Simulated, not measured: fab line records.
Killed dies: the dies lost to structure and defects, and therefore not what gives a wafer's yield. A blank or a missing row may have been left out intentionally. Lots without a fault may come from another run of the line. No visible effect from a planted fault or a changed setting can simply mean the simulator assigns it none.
Comparing a struck lot with a sound one || flow nand-harc || 14 out of 1159 route steps
Sound: wafers L279.2, L279.4, L279.6. Struck: wafers L291.2, L291.3, L291.5. Last of all comes the cause.
Each step with rows lists, per side, the tool, then ch with its chambers, then its first start. Under that, the readings that differ: sound wafers || struck wafers || difference of the means || sigmas: that difference in standard deviations of wafers without a fault.
alike: readings with means less than 2 such deviations apart, plus words and numbers identical on both sides. not compared: withheld readings, readings lacking a value on some wafer, bounds such as >300 that could conceal the same value, and numbers that have no deviation in the record and whose values overlap.
A row with sigmas, a row that says differs or no value, or rows on one side alone: a step with any of these is where the two part. Numbers that have no deviation but don't overlap get no sigmas and don't part them. A reading missing from all wafers of one side parts the sides only when that side holds two or more wafers.

first, 3 steps without rows for these wafers: NHARC_A_CONTACT_ETCH_134 (etches the open film in C4F8/O2/Ar, time 140 s, target depth 700 nm); NHARC_A_CONTACT_ETCH_135 (etches the open film in C4F8/O2/Ar, time 132 s, target depth 1287 nm); NHARC_A_CONTACT_ETCH_136 (etches the open film in C4F8/O2/Ar, time 132 s, target depth 1287 nm).
NHARC_A_CONTACT_ETCH_137: etches the open film in C4F8/O2/Ar, time 132 s, target depth 1287 nm.
  sound on har-cap-etch-01 ch 0, day 17 13:34; struck on har-cap-etch-02 ch 0, day 21 10:41
  alike: run-length-s
  not compared: rf-hours-counter-h
NHARC_A_CONTACT_ETCH_138: etches the open film in C4F8/O2/Ar, time 132 s, target depth 1289 nm.
  sound on har-cap-etch-01 ch 0, day 17 13:41; struck on har-cap-etch-02 ch 0, day 21 10:48
  alike: run-length-s
  not compared: rf-hours-counter-h
NHARC_A_CONTACT_ETCH_139: etches the open film in C4F8/O2/Ar, time 137 s, target depth 590 nm.
  sound on har-cap-etch-01 ch 0, day 17 13:48; struck on har-cap-etch-02 ch 0, day 21 10:56
  alike: run-length-s
  not compared: rf-hours-counter-h
NHARC_A_CONTACT_ETCH_92: etches the open film in CH3F/O2, target depth 40 nm, time 85.7 s.
  sound on rie-diel-13 ch 1,3, day 17 14:20; struck on rie-diel-05 ch 1,2,3, day 21 11:18
  alike: drypump-motor-current-A, oes-product-au, rf-vpp-V, run-length-s, showerhead-plenum-p-Torr, throttle-valve-pct
  not compared: rf-hours-counter-h
then, 1 step without rows for these wafers: NHARC_A_CONTACT_ETCH_98 (etches the open film in C4F6/O2, target depth 20 nm, time 10 s).
NHARC_A_CONTACT_CD_MEAS_15:
  sound: cd-sem-01 at day 17 16:00; struck: cd-sem-03 at day 21 11:31
  alike: cd-nm
then, 3 steps without rows for these wafers: NHARC_A_CONTACT_STRIP_107 (strips in N2/H2); NHARC_A_CONTACT_STRIP_108 (strips in CF4/CHF3); NHARC_A_CONTACT_STRIP_109 (strips in O2/COS).
NHARC_A_CONTACT_ETCH_110: etches the open film in CF4/O2, target depth 50 nm, overetch 5 nm, time 27.5 s.
  sound on rie-diel-13 ch 1,2,3, day 17 16:26; struck on rie-diel-05 ch 1,2,3, day 21 11:49
{"reading": "run-length-s (s)", "sound": "48.6 48.9 49.2", "struck": "46.3 46.3 46.0", "difference": -2.7, "sigmas": -7}
  alike: drypump-motor-current-A, oes_ar_750_au, oes-product-au, rf-vpp-V, showerhead-plenum-p-Torr, throttle-valve-pct
  not compared: rf-hours-counter-h
NHARC_A_CONTACT_STRIP_26: strips in O2.
  sound: rie-diel-13 ch 0,1,2; struck: rie-diel-05 ch 0,2,3
  alike: drypump-motor-current-A, oes-product-au, rf-vpp-V, showerhead-plenum-p-Torr, throttle-valve-pct
  not compared: rf-hours-counter-h

== WHERE THEY PART ==
Only at NHARC_A_CONTACT_ETCH_110, within this record. Later steps at which nothing parts them and some readings are alike: NHARC_A_CONTACT_STRIP_26.

WHY: whatever the simulator had introduced
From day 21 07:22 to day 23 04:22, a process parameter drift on rie-diel-05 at NHARC_A_CONTACT_ETCH_110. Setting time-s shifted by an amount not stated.
